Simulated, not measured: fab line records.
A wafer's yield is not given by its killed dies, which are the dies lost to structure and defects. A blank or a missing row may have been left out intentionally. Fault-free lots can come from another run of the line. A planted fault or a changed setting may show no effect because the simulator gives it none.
Matching of chambers + flow nand-harc + 3 sister chambers for NHARC_A_DECK1_JOINT_DEP_16 on pecvd-02
The step deposits SiO2, target thk 45 nm. 3 wafers are shown with their chamber, then 6 later ones without.

== WAFERS, EACH WITH ITS CHAMBER ==
| wafer  | chamber | heater-power-w (W) |
|--------|---------|--------------------|
| L682.5 | 1       | 563                |
| L681.3 | 0       | 413                |
| L681.5 | 2       | 528                |

== WAFERS WITH NO CHAMBER GIVEN ==
| wafer  | heater-power-w (W) |
|--------|--------------------|
| L681.6 | 541                |
| L685.2 | 549                |
| L685.5 | 558                |
| L691.3 | 530                |
| L691.4 | 499                |
| L691.6 | 426                |

== CHAMBER TAKEN BY EACH ==
| wafer  | from the rows above     | in truth                   |
|--------|-------------------------|----------------------------|
| L681.6 | can't be placed: 2 or 1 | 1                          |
| L685.2 | can't be placed: 1 or 2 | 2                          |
| L685.5 | can't be placed: 1 or 2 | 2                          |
| L691.3 | 2                       | 2                          |
| L691.4 | 2                       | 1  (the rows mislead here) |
| L691.6 | 0                       | 0                          |
Placed correctly: 2 of 6. These rows do not allow placing 3 (true chamber among the candidates in 3). Placed wrongly: 1.
How it was worked out, from the rows above alone: a wafer's distance from a chamber is the root of the sum, over the readings, of the square of ((its reading less the chamber's mean) divided by the reading's scatter). If the next closest chamber is less than 2 further off than the closest, the wafer can't be placed; otherwise it belongs to the closest. For every chamber, the mean is computed from those of its wafers that are shown. The scatter: root of mean squared gap, hidden wafer to nearest shown wafer, with one shown wafer a chamber.
